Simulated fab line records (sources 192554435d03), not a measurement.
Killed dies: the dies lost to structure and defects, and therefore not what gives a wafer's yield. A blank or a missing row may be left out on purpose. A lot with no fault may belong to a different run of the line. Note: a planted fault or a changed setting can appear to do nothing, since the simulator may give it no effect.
Chamber matching	flow n5-finfet	rie-diel-05 running N5_BEOL_M0_CUTY_ETCH_62: 4 sister chambers
The step etches SiARC in CF4, time 58.5 s. 4 wafers are shown with their chamber, then 10 later ones without.

== WAFERS, EACH WITH ITS CHAMBER ==
wafer	chamber	showerhead-plenum-p-Torr (Torr)
L088.2	0	2.21
L088.5	1	1.99
L089.1	2	2.28
L089.2	3	2.20

== WAFERS WITHOUT THEIR CHAMBER ==
wafer	showerhead-plenum-p-Torr (Torr)
L089.5	2.28
L091.3	2.28
L091.4	2.19
L091.5	2.28
L094.1	2.27
L094.2	2.21
L094.4	2.27
L097.2	2.19
L097.4	2.21
L097.6	1.98

== THE CHAMBER EACH PASSED THROUGH ==
wafer	from the rows above	in truth
L089.5	2	2
L091.3	2	2
L091.4	can't be placed: 3 or 0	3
L091.5	2	2
L094.1	2	2
L094.2	can't be placed: 0 or 3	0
L094.4	2	2
L097.2	can't be placed: 3 or 0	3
L097.4	can't be placed: 0 or 3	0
L097.6	1	1
Placed correctly: 6 of 10. Not placeable from these rows: 4 (in 4, the candidates include the true chamber). 0 placed wrongly.
How it was worked out, from the rows above alone: a wafer's distance from a chamber is the root of the sum, over the readings, of the square of ((its reading less the chamber's mean) divided by the reading's scatter). If the next closest chamber is less than 2 further off than the closest, the wafer can't be placed; otherwise it belongs to the closest. A chamber's mean is the mean of its shown wafers. The scatter: with one shown wafer a chamber, the root of the mean of the squares of how far each hidden wafer lies from its nearest shown one.
